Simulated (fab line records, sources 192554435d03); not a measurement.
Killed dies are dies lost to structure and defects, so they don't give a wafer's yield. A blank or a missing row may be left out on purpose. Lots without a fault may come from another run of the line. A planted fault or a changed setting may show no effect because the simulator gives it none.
fab line records | flow n5_finfet
record lots=14 wafers=42 last_day=17
route steps=1938 shown BEOL_M14@1772 BEOL_M15@1793
lots that met no fault: from a run of the same line without faults
start_h: hours from the record's first day to the start of the lot's first wafer shown | wait_h: hours since the lot's step before | " the same as in the row above | L1.1+2: a row that stands for several wafers | - no value, or no start given | * or withheld: withheld | < > ~ a bound
route shown NAME@n: a module of which the file shows steps, and the number in the route of the first | usual: mean/standard deviation of fault-free wafers | same: alike in all rows | chamber/n: place in a boat | sites: the reading at each site | _std_site: their standard deviation | _edge_site: outer sites' mean less inner sites' | radius_mm: how far each site lies from the wafer's centre | mask NAME#n: copy n | behind: the tool/chamber that last shaped the wafer | hold: why the lot was held/for how many hours/how that ended | device: the transistor (n, p or np) that didn't switch | end of line: the same wafers' tests at the end of the route | a step without rows: its recipe alone | killed: dies lost to structure and defects at the first sort, not the wafer's yield | map: a wafer's dies, x killed, . not, _ none there
set.NAME: the setting as run; set.NAME@STEP: as run at that earlier step | model.NAME: the simulator's own value behind a step, which no gauge read
steps of the route over a sample of lots; a table a step, a row a wafer
services: from which hour (start_h, from the record's first day; less than 0 if before it) a tool's chamber was out of use, for how many hours, and why
## steps
# step N5_BEOL_M14_INSPECT_55
# recipe inspect_instrument=darkfield mode=post_dep
# usual raw_defect_count=77/22
# columns lot.wafer tool chamber start_h wait_h raw_defect_count
L402.4 defect_inspect-01 - 246.28 0.0 57
L402.5 " - " " 50
L402.6 " - " " 69
L404.2 defect_inspect-02 - 254.56 0.0 76
L404.4 " - " " 102
L404.6 " - " " 72
L403.2 defect_inspect-01 - 257.92 0.0 87
L403.3 " - " " 112
L403.4 " - " " 73
L405.3 defect_inspect-01 - 278.35 0.0 88
L405.4 " - " " 90
L405.5 " - " " 115
L406.3 defect_inspect-01 - 288.31 0.0 91
L406.4 " - " " 55
L406.5 " - " " 80
L411.2 defect_inspect-02 - 313.46 0.0 77
L411.4 " - " " 47
L411.5 " - " " 54
L409.2 defect_inspect-01 - 317.14 0.0 118
L409.4 " - " " 40
L409.6 " - " " 103
L412.2 defect_inspect-01 - 326.43 0.0 46
L412.4 " - " " 73
L412.5 " - " " 47
L414.4 defect_inspect-01 - 340.12 0.0 67
L414.5 " - " " 58
L414.6 " - " " 76
L418.2 defect_inspect-02 - 357.41 0.0 75
L418.3 " - " " 64
L418.4 " - " " 110
L421.1 defect_inspect-02 - 369.96 0.0 91
L421.3 " - " " 83
L421.5 " - " " 47
L424.1 defect_inspect-01 - 370.54 0.0 56
L424.3 " - " " 83
L424.5 " - " " 78
L422.1 defect_inspect-01 - 373.97 0.0 88
L422.2 " - " " 79
L422.5 " - " " 85
L423.3 defect_inspect-01 - 395.97 0.0 109
L423.5 " - " " 70
L423.6 " - " " 75
# step N5_BEOL_M15_CD_MEAS_17
# recipe target_cd_nm=360 polarity=opening
# usual cd_nm=361.6/1.8
# columns lot.wafer tool chamber start_h wait_h cd_nm
L402.4 cd_sem-02 - 247.46 0.0 361.7
L402.5 " - " " 361.0
L402.6 " - " " 360.4
L404.2 cd_sem-03 - 255.74 0.0 362.8
L404.4 " - " " 361.3
L404.6 " - " " 359.5
L403.2 cd_sem-03 - 259.22 0.0 363.2
L403.3 " - " " 362.1
L403.4 " - " " 361.1
L405.3 cd_sem-01 - 279.76 0.0 361.4
L405.4 " - " " 361.0
L405.5 " - " " 359.9
L406.3 cd_sem-01 - 289.62 0.0 366.3
L406.4 " - " " 363.1
L406.5 " - " " 365.5
L411.2 cd_sem-02 - 314.64 0.0 362.4
L411.4 " - " " 362.4
L411.5 " - " " 361.6
L409.2 cd_sem-03 - 318.35 0.0 356.3
L409.4 " - " " 358.9
L409.6 " - " " 364.0
L412.2 cd_sem-01 - 327.73 0.0 362.7
L412.4 " - " " 361.8
L412.5 " - " " 363.0
L414.4 cd_sem-03 - 341.29 0.0 362.9
L414.5 " - " " 362.7
L414.6 " - " " 365.9
L418.2 cd_sem-01 - 358.67 0.0 360.7
L418.3 " - " " 364.6
L418.4 " - " " 360.6
L421.1 cd_sem-01 - 371.27 0.0 361.4
L421.3 " - " " 359.0
L421.5 " - " " 361.0
L424.1 cd_sem-03 - 371.84 0.0 360.6
L424.3 " - " " 362.6
L424.5 " - " " 361.1
L422.1 cd_sem-02 - 375.27 0.0 360.1
L422.2 " - " " 360.4
L422.5 " - " " 362.5
L423.3 cd_sem-01 - 397.15 0.0 360.3
L423.5 " - " " 362.0
L423.6 " - " " 360.4
# step N5_BEOL_M15_EXPOSE_25
# recipe mask_id=M15 na=0.8 source_shape=annular sigma_inner=0.5 sigma_outer=0.8 polarization=unpolarized target_cd_nm=400 dose_mj=35.5
# usual exposure_dose_mJ_cm2=35.49/0.032 focus_offset_nm=-0.1/0.54
# columns lot.wafer tool chamber start_h wait_h mask exposure_dose_mJ_cm2 focus_offset_nm
L402.4 krf_scanner-01 0 248.30 - M15#0 35.47 0.0
L402.5 " 0 " " M15#0 35.45 0.8
L402.6 " 0 " " M15#0 35.52 0.2
L404.2 krf_scanner-01 0 256.63 - M15#0 35.47 0.1
L404.4 " 0 " " M15#0 35.47 -0.5
L404.6 " 0 " " M15#0 35.45 -0.2
L403.2 krf_scanner-01 0 259.93 - M15#0 35.46 -0.5
L403.3 " 0 " " M15#0 35.49 0.5
L403.4 " 0 " " M15#0 35.54 -0.8
L405.3 krf_scanner-01 0 280.47 - M15#0 35.47 -0.2
L405.4 " 0 " " M15#0 35.50 0.6
L405.5 " 0 " " M15#0 35.48 0.3
L406.3 krf_scanner-02 0 290.45 - M15#0 35.52 -1.0
L406.4 " 0 " " M15#0 35.51 -0.8
L406.5 " 0 " " M15#0 35.52 -0.1
L411.2 krf_scanner-02 0 315.47 - M15#0 35.46 -0.1
L411.4 " 0 " " M15#0 35.50 -0.7
L411.5 " 0 " " M15#0 35.56 -0.1
L409.2 krf_scanner-02 - 319.12 - M15#0 - -
L409.4 " - " " M15#0 - -
L409.6 " - " " M15#0 - -
L412.2 krf_scanner-02 - 328.48 - M15#0 - -
L412.4 " - " " M15#0 - -
L412.5 " - " " M15#0 - -
L414.4 krf_scanner-01 0 342.13 - M15#0 35.51 -0.3
L414.5 " 0 " " M15#0 35.50 0.0
L414.6 " 0 " " M15#0 35.44 0.5
L418.2 krf_scanner-02 0 359.38 - M15#0 35.49 0.3
L418.3 " 0 " " M15#0 35.54 -0.1
L418.4 " 0 " " M15#0 35.54 0.1
L421.1 krf_scanner-01 0 372.04 - M15#0 35.50 0.1
L421.3 " 0 " " M15#0 35.52 -0.7
L421.5 " 0 " " M15#0 35.47 -0.5
L424.1 krf_scanner-01 0 372.58 - M15#0 35.48 -0.2
L424.3 " 0 " " M15#0 35.45 -1.1
L424.5 " 0 " " M15#0 35.45 -1.1
L422.1 krf_scanner-02 0 376.10 - M15#0 35.54 0.5
L422.2 " 0 " " M15#0 35.50 -0.5
L422.5 " 0 " " M15#0 35.50 0.3
L423.3 krf_scanner-02 0 398.87 - M15#0 35.48 0.0
L423.5 " 0 " " M15#0 35.49 -0.1
L423.6 " 0 " " M15#0 35.50 0.6
# step N5_BEOL_M15_STRIP_62
# recipe chemistry=O2 power_w=600 temp_c=60 pressure_mtorr=30 rf_frequency_hz=6e+07 bias_power_w=0 overash_fraction=0.3 o2_flow_sccm=225
# usual drypump_motor_current_A=5.7/0.37 oes_product_au=0.79/0.083 rf_vpp_V=3.6/0.47 showerhead_plenum_p_Torr=2.12/0.085 temp_c=59.99/0.12 throttle_valve_pct=16.64/0.25
# columns lot.wafer tool chamber start_h wait_h drypump_motor_current_A oes_product_au rf_hours_counter_h rf_vpp_V showerhead_plenum_p_Torr temp_c throttle_valve_pct
L402.4 rie_diel-03 0 - - 5.8 0.79 110 3.4 2.20 59.96 16.74
L402.5 " 0 " " 5.8 0.80 - 4.1 2.20 59.89 16.75
L402.6 " 3 " " 5.7 0.88 - 3.4 2.14 59.93 16.44
L404.2 rie_diel-03 2 - - 5.8 0.69 249 3.3 1.98 60.31 16.78
L404.4 " 1 " " 5.2 0.78 - 3.6 2.02 59.97 16.33
L404.6 " 2 " " 5.8 0.70 - 4.3 1.98 60.00 16.76
L403.2 rie_diel-04 0 - - 5.2 0.72 188 3.8 2.00 60.07 17.00
L403.3 " 3 " " 5.9 0.88 46 3.9 2.24 60.06 16.45
L403.4 " 3 " " 5.8 0.87 - 3.2 2.24 60.05 16.43
L405.3 rie_diel-05 2 - - 6.3 0.72 198 3.8 2.10 59.92 16.67
L405.4 " 3 " " 6.1 0.69 217 4.3 2.16 59.98 16.92
L405.5 " 2 " " 6.3 0.72 - 3.5 2.10 59.95 16.67
L406.3 rie_diel-04 3 - - 5.9 0.85 57 3.5 2.24 60.03 16.44
L406.4 " 0 " " 5.2 0.71 - 3.7 1.99 59.89 17.01
L406.5 " 3 " " 5.9 0.86 - 3.9 2.24 60.02 16.45
L411.2 rie_diel-03 0 - - 5.8 0.78 129 3.9 2.19 60.00 16.78
L411.4 " 3 " " 5.7 0.85 51 3.4 2.14 60.02 16.46
L411.5 " 0 " " 5.8 0.78 - 4.2 2.19 59.76 16.78
L409.2 rie_diel-03 3 - - 5.7 0.84 54 3.5 2.13 60.05 16.47
L409.4 " 1 " " 5.1 0.76 124 4.3 2.01 60.19 16.39
L409.6 " 1 " " 5.2 0.76 - 3.4 2.01 60.08 16.37
L412.2 rie_diel-05 0 - - 6.4 1.00 3 3.7 2.24 60.10 16.38
L412.4 " 2 " " 6.3 0.71 213 3.3 2.09 60.18 16.70
L412.5 " 3 " " 6.1 0.68 - 3.6 2.16 59.90 16.94
L414.4 rie_diel-05 0 - - 6.3 0.98 - 3.1 2.24 60.00 16.36
L414.5 " 3 " " 6.1 0.67 - 3.6 2.15 59.91 16.96
L414.6 " 1 " " 5.8 0.72 - 3.6 2.08 59.81 17.05
L418.2 rie_diel-05 2 - - 6.3 0.70 220 3.2 2.09 59.88 16.72
L418.3 " 3 " " 6.1 0.66 245 4.0 2.15 60.15 16.98
L418.4 " 0 " " 6.3 0.94 15 3.3 2.24 59.85 16.37
L421.1 rie_diel-05 0 - - 6.3 0.95 20 3.2 2.23 60.25 16.39
L421.3 " 2 " " 6.3 0.71 224 2.9 2.09 60.01 16.71
L421.5 " 3 " " 6.1 0.67 - 3.6 2.15 60.09 16.98
L424.1 rie_diel-04 0 - - 5.1 0.68 227 4.2 1.99 60.20 17.05
L424.3 " 2 " " 6.1 0.93 28 3.3 2.04 59.89 16.51
L424.5 " 0 " " 5.1 0.68 - 3.3 1.99 59.89 17.07
L422.1 rie_diel-03 3 - - 5.6 0.82 70 3.4 2.13 59.98 16.49
L422.2 " 0 " " 5.8 0.75 148 4.5 2.19 59.85 16.82
L422.5 " 3 " " 5.6 0.83 - 3.3 2.13 60.09 16.50
L423.3 rie_diel-03 1 - - 5.1 0.74 147 3.2 2.01 60.13 16.42
L423.5 " 3 " " 5.7 0.83 - 3.4 2.13 60.13 16.52
L423.6 " 0 " " 5.8 0.75 - 4.3 2.18 59.97 16.82
## services
# columns tool chamber start_h hours kind
rie_diel-05 - 227.00 2.8 pm
krf_scanner-02 - 228.86 1.0 pm
rie_diel-04 0 237.79 3.5 repair
rie_diel-04 1 248.31 9.3 repair
rie_diel-03 2 249.73 7.8 repair
rie_diel-03 2 260.64 - clean
rie_diel-03 2 260.64 - consumable_replace:focus_ring
krf_scanner-01 - 263.35 1.0 pm
krf_scanner-02 - 268.57 0.2 repair
rie_diel-04 1 284.76 2.5 repair
krf_scanner-02 - 290.67 1.4 repair
krf_scanner-01 - 292.07 0.8 pm
krf_scanner-02 - 293.50 1.3 pm
krf_scanner-02 0 313.72 - calibration
krf_scanner-01 0 320.43 - calibration
krf_scanner-01 - 324.16 1.3 pm
rie_diel-04 3 324.90 6.0 repair
krf_scanner-01 - 328.22 8.8 repair
rie_diel-05 2 342.02 12.7 repair
krf_scanner-02 - 380.58 0.8 pm
krf_scanner-02 - 388.09 0.4 repair
rie_diel-03 - 389.23 0.3 repair
rie_diel-04 0 395.16 15.4 repair
krf_scanner-02 - 397.86 1.0 pm
## key
first_sign step=N5_BEOL_M15_EXPOSE_25 reading=tool_record direction=missing
effect none on later readings
met_at N5_BEOL_M15_EXPOSE_25
struck_lots L409,L412
later_rows_left_out L409.2,L409.4,L409.6,L412.2,L412.4,L412.5
sort_left_out L409.2,L409.4,L409.6,L412.2,L412.4,L412.5
not_acting_at N5_BEOL_M14_INSPECT_55,N5_BEOL_M15_CD_MEAS_17,N5_BEOL_M15_STRIP_62
onset_between 315.47 319.12
fault kind=skipped_step_whole tool=krf_scanner-02 chamber=- onset_h=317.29 steps=N5_BEOL_M15_EXPOSE_25 scope=struck_lots_only
# sort_left_out: the simulated sort isn't trusted on such a fault, so these wafers' sort isn't shown, and their yield isn't known
# later_rows_left_out: the simulator's readings of these wafers behind a module that went badly wrong aren't trusted and aren't shown, but for the sort
